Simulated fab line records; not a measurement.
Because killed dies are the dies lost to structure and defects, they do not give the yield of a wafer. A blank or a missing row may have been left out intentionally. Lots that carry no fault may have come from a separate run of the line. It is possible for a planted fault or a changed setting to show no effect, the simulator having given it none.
Chamber matching :: flow n5-finfet :: N5_FIN_SAQP_ETCH_52 on rie-diel-04: 4 sister chambers
The step etches SOC in N2/H2, target depth 100 nm, overetch 20 nm, time 150 s. 22 wafers are shown with their chamber, then 11 later ones without.

## EACH WAFER AND ITS CHAMBER
wafer: L074.1
chamber: 0
drypump-motor-current-A (A): 4.8
throttle-valve-pct (%): 17.32
showerhead-plenum-p-Torr (Torr): 2.56

wafer: L074.2
chamber: 3
drypump-motor-current-A (A): 6.3
throttle-valve-pct (%): 17.98
showerhead-plenum-p-Torr (Torr): 2.65

wafer: L074.4
chamber: 2
drypump-motor-current-A (A): 5.5
throttle-valve-pct (%): 18.33
showerhead-plenum-p-Torr (Torr): 2.52

wafer: L078.1
chamber: 2
drypump-motor-current-A (A): 5.5
throttle-valve-pct (%): 18.34
showerhead-plenum-p-Torr (Torr): 2.52

wafer: L078.2
chamber: 0
drypump-motor-current-A (A): 4.8
throttle-valve-pct (%): 17.31
showerhead-plenum-p-Torr (Torr): 2.56

wafer: L078.6
chamber: 3
drypump-motor-current-A (A): 6.3
throttle-valve-pct (%): 18.00
showerhead-plenum-p-Torr (Torr): 2.64

wafer: L081.2
chamber: 2
drypump-motor-current-A (A): 5.5
throttle-valve-pct (%): 18.35
showerhead-plenum-p-Torr (Torr): 2.52

wafer: L081.5
chamber: 0
drypump-motor-current-A (A): 4.8
throttle-valve-pct (%): 17.35
showerhead-plenum-p-Torr (Torr): 2.56

wafer: L081.6
chamber: 1
drypump-motor-current-A (A): 5.3
throttle-valve-pct (%): 18.09
showerhead-plenum-p-Torr (Torr): 2.53

wafer: L084.2
chamber: 1
drypump-motor-current-A (A): 5.3
throttle-valve-pct (%): 18.09
showerhead-plenum-p-Torr (Torr): 2.53

wafer: L084.3
chamber: 0
drypump-motor-current-A (A): 4.8
throttle-valve-pct (%): 17.35
showerhead-plenum-p-Torr (Torr): 2.56

wafer: L084.6
chamber: 1
drypump-motor-current-A (A): 5.3
throttle-valve-pct (%): 18.10
showerhead-plenum-p-Torr (Torr): 2.53

wafer: L085.1
chamber: 1
drypump-motor-current-A (A): 5.3
throttle-valve-pct (%): 18.09
showerhead-plenum-p-Torr (Torr): 2.53

wafer: L085.3
chamber: 3
drypump-motor-current-A (A): 6.3
throttle-valve-pct (%): 18.04
showerhead-plenum-p-Torr (Torr): 2.64

wafer: L085.4
chamber: 3
drypump-motor-current-A (A): 6.3
throttle-valve-pct (%): 18.02
showerhead-plenum-p-Torr (Torr): 2.64

wafer: L086.2
chamber: 1
drypump-motor-current-A (A): 5.4
throttle-valve-pct (%): 18.09
showerhead-plenum-p-Torr (Torr): 2.53

wafer: L086.4
chamber: 3
drypump-motor-current-A (A): 6.3
throttle-valve-pct (%): 18.03
showerhead-plenum-p-Torr (Torr): 2.63

wafer: L086.6
chamber: 3
drypump-motor-current-A (A): 6.3
throttle-valve-pct (%): 18.02
showerhead-plenum-p-Torr (Torr): 2.63

wafer: L091.1
chamber: 1
drypump-motor-current-A (A): 5.3
throttle-valve-pct (%): 18.12
showerhead-plenum-p-Torr (Torr): 2.52

wafer: L091.2
chamber: 0
drypump-motor-current-A (A): 4.8
throttle-valve-pct (%): 17.38
showerhead-plenum-p-Torr (Torr): 2.55

wafer: L091.6
chamber: 1
drypump-motor-current-A (A): 5.3
throttle-valve-pct (%): 18.12
showerhead-plenum-p-Torr (Torr): 2.52

wafer: L092.1
chamber: 0
drypump-motor-current-A (A): 4.8
throttle-valve-pct (%): 17.39
showerhead-plenum-p-Torr (Torr): 2.55

SIGNATURES (means of the wafers above)
reading: drypump-motor-current-A
chamber 0: 4.800
chamber 1: 5.314
chamber 2: 5.500
chamber 3: 6.300
scatter within a chamber: 0.0218

reading: throttle-valve-pct
chamber 0: 17.3500
chamber 1: 18.1000
chamber 2: 18.3400
chamber 3: 18.0150
scatter within a chamber: 0.022

reading: showerhead-plenum-p-Torr
chamber 0: 2.5567
chamber 1: 2.5271
chamber 2: 2.5200
chamber 3: 2.6383
scatter within a chamber: 0.00558
Rule: for each reading, subtract the chamber's mean from the wafer's reading, divide by that reading's scatter and square the result; add these up over the readings and take the root, which gives the wafer's distance from the chamber. The wafer belongs to the nearest chamber; if the next one is less than 2 further off, it can't be placed. How the scatter is found: for the shown wafers, subtract from each reading the mean of its chamber, square and add these, divide the total by (wafers less chambers), then take the root.

## WAFERS WITH NO CHAMBER GIVEN
wafer: L092.4
drypump-motor-current-A (A): 6.3
throttle-valve-pct (%): 18.06
showerhead-plenum-p-Torr (Torr): 2.63

wafer: L092.6
drypump-motor-current-A (A): 5.5
throttle-valve-pct (%): 17.96
showerhead-plenum-p-Torr (Torr): 2.51

wafer: L093.1
drypump-motor-current-A (A): 5.5
throttle-valve-pct (%): 17.96
showerhead-plenum-p-Torr (Torr): 2.51

wafer: L093.3
drypump-motor-current-A (A): 6.3
throttle-valve-pct (%): 18.06
showerhead-plenum-p-Torr (Torr): 2.63

wafer: L093.4
drypump-motor-current-A (A): 4.8
throttle-valve-pct (%): 17.39
showerhead-plenum-p-Torr (Torr): 2.55

wafer: L095.4
drypump-motor-current-A (A): 5.5
throttle-valve-pct (%): 17.96
showerhead-plenum-p-Torr (Torr): 2.51

wafer: L095.5
drypump-motor-current-A (A): 4.8
throttle-valve-pct (%): 17.39
showerhead-plenum-p-Torr (Torr): 2.54

wafer: L095.6
drypump-motor-current-A (A): 6.3
throttle-valve-pct (%): 18.05
showerhead-plenum-p-Torr (Torr): 2.63

wafer: L096.4
drypump-motor-current-A (A): 5.3
throttle-valve-pct (%): 18.15
showerhead-plenum-p-Torr (Torr): 2.52

wafer: L096.5
drypump-motor-current-A (A): 5.5
throttle-valve-pct (%): 17.97
showerhead-plenum-p-Torr (Torr): 2.51

wafer: L096.6
drypump-motor-current-A (A): 4.8
throttle-valve-pct (%): 17.41
showerhead-plenum-p-Torr (Torr): 2.54

## EACH ONE'S CHAMBER
wafer: L092.4
from the rows above: 3
in truth: 3

wafer: L092.6
from the rows above: 1
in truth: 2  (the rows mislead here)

wafer: L093.1
from the rows above: 1
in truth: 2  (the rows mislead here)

wafer: L093.3
from the rows above: 3
in truth: 3

wafer: L093.4
from the rows above: 0
in truth: 0

wafer: L095.4
from the rows above: 1
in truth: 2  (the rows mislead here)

wafer: L095.5
from the rows above: 0
in truth: 0

wafer: L095.6
from the rows above: 3
in truth: 3

wafer: L096.4
from the rows above: 1
in truth: 1

wafer: L096.5
from the rows above: 1
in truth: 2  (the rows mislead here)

wafer: L096.6
from the rows above: 0
in truth: 0
Placed correctly: 7 of 11. Left unplaced by these rows: 0. Wrongly placed: 4.
